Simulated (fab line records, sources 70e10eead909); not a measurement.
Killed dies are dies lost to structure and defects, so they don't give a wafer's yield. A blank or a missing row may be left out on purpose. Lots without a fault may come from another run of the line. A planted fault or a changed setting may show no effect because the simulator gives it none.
fab line records | flow nand_harc
record lots=5 wafers=15 last_day=34
route steps=1302 shown A_STAIRCASE@728 END@1302
lots that met no fault: from a run of the same line without faults
start_h: hours from the record's first day to the start of the lot's first wafer shown | wait_h: hours since the lot's step before | " the same as in the row above | L1.1+2: a row that stands for several wafers | - no value, or no start given | * or withheld: withheld | < > ~ a bound
route shown NAME@n: a module of which the file shows steps, and the number in the route of the first | usual: mean/standard deviation of fault-free wafers | same: alike in all rows | chamber/n: place in a boat | sites: the reading at each site | _std_site: their standard deviation | _edge_site: outer sites' mean less inner sites' | radius_mm: how far each site lies from the wafer's centre | mask NAME#n: copy n | behind: the tool/chamber that last shaped the wafer | hold: why the lot was held/for how many hours/how that ended | device: the transistor (n, p or np) that didn't switch | end of line: the same wafers' tests at the end of the route | a step without rows: its recipe alone | killed: dies lost to structure and defects at the first sort, not the wafer's yield | map: a wafer's dies, x killed, . not, _ none there
set.NAME: the setting as run; set.NAME@STEP: as run at that earlier step | model.NAME: the simulator's own value behind a step, which no gauge read
lots at some steps of the route; a table a step, a row a wafer
services: from which hour (start_h, from the record's first day; less than 0 if before it) a tool's chamber was out of use, for how many hours, and why
## steps
# step NHARC_A_STAIRCASE_EXPOSE_214
# recipe na=0.5 dose_mj=31.26 mask_id=STAIR_3
# step NHARC_A_STAIRCASE_PEB_215
# recipe peb_temp_c=115 peb_time_s=130
# step NHARC_A_STAIRCASE_DEVELOP_216
# recipe time_s=140
# step NHARC_A_STAIRCASE_HARDBAKE_218
# recipe temp_c=120 time_s=140
# step NHARC_A_STAIRCASE_DESCUM_219
# recipe time_s=3 o2_flow_sccm=200 ar_flow_sccm=0 bias_power_w=0 chemistry=O2
# step NHARC_A_STAIRCASE_TRIM_220
# recipe time_s=211.2 o2_flow_sccm=500 ar_flow_sccm=0 bias_w=0 chemistry=O2
# step NHARC_A_STAIRCASE_ETCH_221
# recipe target_depth_a=1000 time_s=40.5 ion_energy_ev=400 c4f8_flow_sccm=20 o2_flow_sccm=10 ar_flow_sccm=withheld rf_w=600 bias_w=1000 chemistry=C4F8/O2
# step NHARC_A_STAIRCASE_TRIM_222
# recipe time_s=211.2 o2_flow_sccm=500 ar_flow_sccm=0 bias_w=0 chemistry=O2
# step NHARC_A_STAIRCASE_ETCH_223
# recipe target_depth_a=1000 time_s=40.5 ion_energy_ev=400 c4f8_flow_sccm=20 o2_flow_sccm=10 ar_flow_sccm=withheld rf_w=600 bias_w=1000 chemistry=C4F8/O2
# usual oes_product_au=0.948/0.017 rf_vpp_V=897/4.7
# columns lot.wafer tool chamber start_h wait_h oes_product_au rf_hours_counter_h rf_vpp_V
L234.4 rie_diel-11 1 - - 0.955 44 894
L234.3 " 2 " " 0.961 52 899
L234.1 " 3 " " 0.966 52 902
L240.2 rie_diel-01 2 - - 0.974 25 887
L240.1 " 3 " " 0.944 28 891
L240.6 " 0 " " 0.945 - 905
L241.4 rie_diel-08 1 - - 0.953 31 898
L241.2 " 3 " " 0.959 30 894
L241.3 " 0 " " 0.962 25 897
L248.3 rie_diel-01 3 - - 0.930 49 891
L248.1 " 0 " " 0.952 54 906
L248.6 " 2 " " 0.970 - 887
L251.2 rie_diel-08 3 - - 0.940 7 892
L251.4 " 1 " " 0.933 10 899
L251.5 " 3 " " 0.945 - 894
# step NHARC_A_STAIRCASE_TRIM_224
# recipe time_s=211.2 o2_flow_sccm=500 ar_flow_sccm=0 bias_w=0 chemistry=O2
# step NHARC_A_STAIRCASE_ETCH_225
# recipe target_depth_a=1000 time_s=40.5 ion_energy_ev=400 c4f8_flow_sccm=20 o2_flow_sccm=10 ar_flow_sccm=withheld rf_w=600 bias_w=1000 chemistry=C4F8/O2
# step NHARC_A_STAIRCASE_TRIM_226
# recipe time_s=211.2 o2_flow_sccm=500 ar_flow_sccm=0 bias_w=0 chemistry=O2
# usual drypump_motor_current_A=5.7/0.45 mfc_ar_sccm=0.005/0.0075 oes_product_au=1.005/0.01 rf_vpp_V=57.8/0.87 showerhead_plenum_p_Torr=3.54/0.13 throttle_valve_pct=17.035/0.0096
# columns lot.wafer tool chamber start_h wait_h drypump_motor_current_A mfc_ar_sccm oes_product_au rf_hours_counter_h rf_vpp_V showerhead_plenum_p_Torr throttle_valve_pct
L234.1 rie_diel-11 2 414.63 - 5.4 0 1.008 52 58.2 3.62 17.031
L234.4 " 3 " " 5.2 0.016 1.029 52 58.8 3.71 17.054
L234.3 " 1 " " 5.1 0 1.010 44 57.8 3.50 17.041
L240.1 rie_diel-01 3 473.58 - 5.7 0 0.990 28 57.8 3.40 17.048
L240.2 " 0 " " 5.4 0.018 1.008 30 56.7 3.79 17.043
L240.6 " 1 " " 5.9 0 1.016 - 58.0 3.56 17.039
L241.4 rie_diel-08 3 474.71 - 5.8 0 1.008 30 56.8 3.47 17.042
L241.2 " 0 " " 5.4 0.009 1.013 25 57.7 3.57 17.023
L241.3 " 1 " " 5.6 0.018 1.012 31 58.4 3.64 17.029
L248.3 rie_diel-01 2 549.74 - 6.2 0 1.011 50 56.1 3.28 17.032
L248.1 " 3 " " 5.7 0 0.982 49 58.9 3.39 17.030
L248.6 " 1 " " 5.9 0 1.012 - 57.3 3.54 17.023
L251.4 rie_diel-08 1 584.37 - 5.6 0.018 1.008 10 59.2 3.62 17.030
L251.2 " 2 " " 5.6 0 1.015 8 56.5 3.43 17.034
L251.5 " 0 " " 5.4 0.009 1.018 - 58.9 3.55 17.028
# step NHARC_A_STAIRCASE_ETCH_227
# recipe target_depth_a=1000 time_s=40.5 ion_energy_ev=400 c4f8_flow_sccm=20 o2_flow_sccm=10 ar_flow_sccm=withheld rf_w=600 bias_w=1000 chemistry=C4F8/O2
# step NHARC_A_STAIRCASE_TRIM_229
# recipe time_s=211.2 o2_flow_sccm=500 ar_flow_sccm=0 bias_w=0 chemistry=O2
# step NHARC_A_STAIRCASE_ETCH_230
# recipe target_depth_a=1000 time_s=40.5 ion_energy_ev=400 c4f8_flow_sccm=20 o2_flow_sccm=10 ar_flow_sccm=withheld rf_w=600 bias_w=1000 chemistry=C4F8/O2
# usual oes_product_au=0.948/0.017 rf_vpp_V=897/5
# columns lot.wafer tool chamber start_h wait_h oes_product_au rf_hours_counter_h rf_vpp_V
L234.1 rie_diel-01 3 - - 0.930 9 893
L234.3 " 0 " " 0.941 10 905
L234.4 " 1 " " 0.936 10 899
L240.1 rie_diel-01 3 - - 0.936 28 892
L240.2 " 1 " " 0.946 33 898
L240.6 " 3 " " 0.939 - 891
L241.3 rie_diel-08 3 - - 0.951 31 894
L241.4 " 0 " " 0.961 26 897
L241.2 " 1 " " 0.953 31 900
L248.1 rie_diel-01 3 - - 0.944 49 890
L248.3 " 1 " " 0.963 58 898
L248.6 " 0 " " 0.960 - 905
L251.4 rie_diel-11 0 - - 0.984 44 896
L251.2 " 2 " " 0.971 39 899
L251.5 " 0 " " 0.990 - 896
# step NHARC_A_STAIRCASE_TRIM_231
# recipe time_s=211.2 o2_flow_sccm=500 ar_flow_sccm=0 bias_w=0 chemistry=O2
# step NHARC_A_STAIRCASE_ETCH_232
# recipe target_depth_a=1000 time_s=40.5 ion_energy_ev=400 c4f8_flow_sccm=20 o2_flow_sccm=10 ar_flow_sccm=withheld rf_w=600 bias_w=1000 chemistry=C4F8/O2
# usual oes_product_au=0.951/0.016 rf_vpp_V=897/4.9
# columns lot.wafer tool chamber start_h wait_h oes_product_au rf_hours_counter_h rf_vpp_V
L234.3 rie_diel-01 2 - - 0.940 7 889
L234.4 " 3 " " 0.944 9 893
L234.1 " 0 " " 0.938 10 906
L240.2 rie_diel-01 3 - - 0.946 28 890
L240.1 " 2 " " 0.972 25 887
L240.6 " 3 " " 0.947 - 893
L241.4 rie_diel-08 1 - - 0.967 32 900
L241.3 " 2 " " 0.951 31 894
L241.2 " 0 " " 0.949 26 897
L248.1 rie_diel-01 1 - - 0.953 58 897
L248.3 " 2 " " 0.951 50 888
L248.6 " 3 " " 0.943 - 890
L251.4 rie_diel-11 3 - - 0.975 44 900
L251.2 " 0 " " 0.961 44 895
L251.5 " 2 " " 0.963 - 898
# step NHARC_A_STAIRCASE_TRIM_233
# recipe time_s=211.2 o2_flow_sccm=500 ar_flow_sccm=0 bias_w=0 chemistry=O2
# step NHARC_A_STAIRCASE_ETCH_234
# recipe target_depth_a=1000 time_s=40.5 ion_energy_ev=400 c4f8_flow_sccm=20 o2_flow_sccm=10 ar_flow_sccm=withheld rf_w=600 bias_w=1000 chemistry=C4F8/O2
# usual oes_product_au=0.947/0.012 rf_vpp_V=897/4.7
# columns lot.wafer tool chamber start_h wait_h oes_product_au rf_hours_counter_h rf_vpp_V
L234.3 rie_diel-01 2 - - 0.954 7 887
L234.1 " 3 " " 0.949 9 892
L234.4 " 1 " " 0.953 10 897
L240.1 rie_diel-01 3 - - 0.929 28 891
L240.2 " 0 " " 0.948 31 905
L240.6 " 3 " " 0.932 - 891
L241.4 rie_diel-08 0 - - 0.972 26 898
L241.3 " 1 " " 0.946 32 899
L241.2 " 3 " " 0.958 31 894
L248.1 rie_diel-01 2 - - 0.953 51 889
L248.3 " 3 " " 0.940 49 891
L248.6 " 2 " " 0.965 - 886
L251.4 rie_diel-11 1 - - 0.943 41 895
L251.2 " 3 " " 0.954 44 901
L251.5 " 0 " " 0.965 - 894
# step NHARC_A_STAIRCASE_TRIM_235
# recipe time_s=211.2 o2_flow_sccm=500 ar_flow_sccm=0 bias_w=0 chemistry=O2
# step NHARC_A_STAIRCASE_ETCH_236
# recipe target_depth_a=1000 time_s=40.5 ion_energy_ev=400 c4f8_flow_sccm=20 o2_flow_sccm=10 ar_flow_sccm=withheld rf_w=600 bias_w=1000 chemistry=C4F8/O2
# usual oes_product_au=0.948/0.016 rf_vpp_V=897/4.9
# columns lot.wafer tool chamber start_h wait_h oes_product_au rf_hours_counter_h rf_vpp_V
L234.3 rie_diel-01 3 - - 0.952 9 892
L234.1 " 0 " " 0.953 10 904
L234.4 " 1 " " 0.955 10 897
L240.1 rie_diel-01 3 - - 0.931 28 891
L240.2 " 0 " " 0.931 31 905
L240.6 " 1 " " 0.952 - 896
L241.4 rie_diel-08 3 - - 0.946 31 896
L241.3 " 1 " " 0.948 32 898
L241.2 " 2 " " 0.938 32 893
L248.3 rie_diel-01 0 - - 0.951 55 904
L248.1 " 1 " " 0.946 58 896
L248.6 " 3 " " 0.938 - 890
L251.2 rie_diel-11 1 - - 0.934 41 893
L251.4 " 0 " " 0.953 44 895
L251.5 " 1 " " 0.936 - 893
# step NHARC_A_STAIRCASE_STRIP_238
# recipe power_w=1500 temp_c=250 chemistry=O2
# step NHARC_A_STAIRCASE_STRIP_239
# recipe time_s=900 temp_c=130 chemistry=SPM
# step NHARC_A_STAIRCASE_PRECLEAN_240
# recipe time_s=* temp_c=50 bath_age_min=0 chemistry=SC1
# step NHARC_A_STAIRCASE_SRD_241
# step NHARC_A_STAIRCASE_DEHYDRATE_242
# recipe temp_c=150 time_s=120
# step NHARC_A_STAIRCASE_HMDS_243
# recipe time_s=30
# step NHARC_A_STAIRCASE_COAT_244
# recipe spin_rpm=1200
# step NHARC_A_STAIRCASE_SOFTBAKE_245
# recipe temp_c=135 time_s=170
# step NHARC_A_STAIRCASE_EBR_246
# step NHARC_A_STAIRCASE_EXPOSE_247
# recipe na=0.5 dose_mj=25.34 mask_id=SDS_1
# step NHARC_A_STAIRCASE_PEB_248
# recipe peb_temp_c=115 peb_time_s=130
# step NHARC_A_STAIRCASE_DEVELOP_249
# recipe time_s=140
# step NHARC_A_STAIRCASE_HARDBAKE_251
# recipe temp_c=120 time_s=140
# step NHARC_A_STAIRCASE_DESCUM_252
# recipe time_s=3 o2_flow_sccm=200 ar_flow_sccm=0 bias_power_w=0 chemistry=O2
# step NHARC_A_STAIRCASE_ETCH_253
# recipe target_depth_a=500 time_s=20.2 ion_energy_ev=400 c4f8_flow_sccm=20 o2_flow_sccm=10 ar_flow_sccm=withheld rf_w=600 bias_w=1000 chemistry=C4F8/O2
# step NHARC_A_STAIRCASE_STRIP_254
# recipe power_w=1500 temp_c=250 chemistry=O2
# step NHARC_A_STAIRCASE_STRIP_255
# recipe time_s=900 temp_c=130 chemistry=SPM
# step NHARC_END_SORT_01
# recipe temp_c=25
# usual killed_at_array=41/10 killed_at_other=0.8/0.91 killed_at_periphery=4.2/2.9 killed_dies=46/10 killed_open=3.5/2.1 killed_short=2.5/1.6
# same gross_dies=677
# columns lot.wafer tool chamber start_h wait_h killed_at_array killed_at_other killed_at_periphery killed_dies killed_open killed_short
L241.2 prober-02 0 673.65 2.8 31 1 2 34 2 0
L248.1 prober-01 0 739.58 2.5 113 3 1 117 1 2
# killed by level:class
L241.2 A_CHANNEL_HOLE_D1:chamber_film_flake=16 A_CHANNEL_HOLE_D2:chamber_film_flake=9 A_WL_FILL:chamber_film_flake=3 A_CHANNEL_HOLE_D1:unspecified=2 P_CONTACT:geometric_particle:open=1 A_CHANNEL_FILL_D2:geometric_particle:open=1 P_STI:chamber_film_flake=1 THIN_TSV:chamber_film_flake=1
L248.1 A_STAIRCASE:unspecified=72 A_SLIT:chamber_film_flake=16 A_CHANNEL_HOLE_D2:chamber_film_flake=9 A_STAIRCASE:chamber_film_flake=6 A_CHANNEL_HOLE_D1:chamber_film_flake=3 THIN_TSV:chamber_film_flake=3 A_M1:chamber_film_flake=2 A_CHANNEL_FILL_D1:geometric_particle:short=1
# map L248.1 (x killed, . not)
____________x____________
_________.xxxxx._________
_______...xxxxx..x_______
______...x.x.x.....______
_____........x......_____
____.......x.........____
____.................____
___..x................___
___...................___
__.....................__
__........x............__
_...x..................._
_.........x............._
_...x..................._
_......................._
_........x.............._
x........................
..x...................x..
....x..x.................
..x......................
.........................
_.x............x........_
_xx...............x.x..._
_.x............x.x.x.x.._
_xxx...........xxxxx...._
_xx............xxxxx.x.._
__x..........x.xxxxxx..__
__x...........xxxxxxxx.__
___..........xxxxxxxx.___
___x........x.xxxxxxxx___
____..........xxxxxxx____
____......x...xxxxxxx____
_____.........xxxxxx_____
______........x.xxx______
_______..........x_______
_________......._________
____________.____________
# map L240.6 (x killed, . not)
____________x____________
_________x.xxx.x_________
_______...xxxxxx.._______
______x.....xx.x...______
_____.......x......._____
____........x........____
____.................____
___........x..........___
___...................___
__.....................__
__.....................__
_..........x............_
_......................._
_................x.x...._
_..............x........_
_....x.................._
.........................
..........x..............
..........xx.............
......x..................
.......x.................
_xx..x...x.............._
_.....x................._
_x...............x......_
_...x...x......x........_
_xx....................._
__xx...................__
__x..x..x..............__
___...................___
___..x................___
____.................____
____x................____
_____..............._____
______..........x..______
_______.x........._______
_________......._________
____________.____________
## services
# columns tool chamber start_h hours kind
rie_diel-08 0 405.01 15.9 repair
rie_diel-01 2 406.95 6.4 repair
rie_diel-01 0 414.34 - clean
rie_diel-01 1 414.34 - clean
rie_diel-01 2 414.34 - clean
rie_diel-01 3 414.34 - clean
rie_diel-01 2 418.99 8.1 repair
rie_diel-08 0 432.64 2.7 repair
rie_diel-11 - 435.98 9.0 pm
rie_diel-01 0 438.84 - clean
rie_diel-01 1 438.84 - clean
rie_diel-01 2 438.84 - clean
rie_diel-01 3 438.84 - clean
rie_diel-01 3 461.79 1.3 repair
rie_diel-01 0 463.34 - clean
rie_diel-01 1 463.34 - clean
rie_diel-01 2 463.34 - clean
rie_diel-01 3 474.99 5.7 repair
rie_diel-08 1 481.25 4.0 repair
rie_diel-11 3 486.50 8.3 repair
rie_diel-08 - 498.61 5.7 repair
rie_diel-08 - 548.91 9.0 pm
rie_diel-01 - 557.90 9.0 pm
rie_diel-11 2 559.48 3.5 repair
## key
first_sign step=NHARC_END_SORT_01 reading=killed_at_array direction=up sigmas=7.1 usual=41 struck=113
effect step=NHARC_END_SORT_01 reading=killed_dies direction=up sigmas=7.1 usual=46 struck=117
more_kills_born_at NHARC_A_STAIRCASE_TRIM_226@rie_diel-01=72
met_at NHARC_A_STAIRCASE_TRIM_226
struck_wafers L248.1
tester_left_out L248
onset_between 473.58 549.74
fault kind=chamber_particle_source tool=rie_diel-01 chamber=3 onset_h=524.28 steps=NHARC_A_STAIRCASE_TRIM_226 rate_per_visit_cm2=0.77544 end_h=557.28
# tester_left_out: of these lots the tester's yield and bins aren't shown, on N5 and GAA mostly nor the transistor test; their killed dies are dies lost to structure and defects alone, not to doping, threshold or leakage, so they don't give the yield
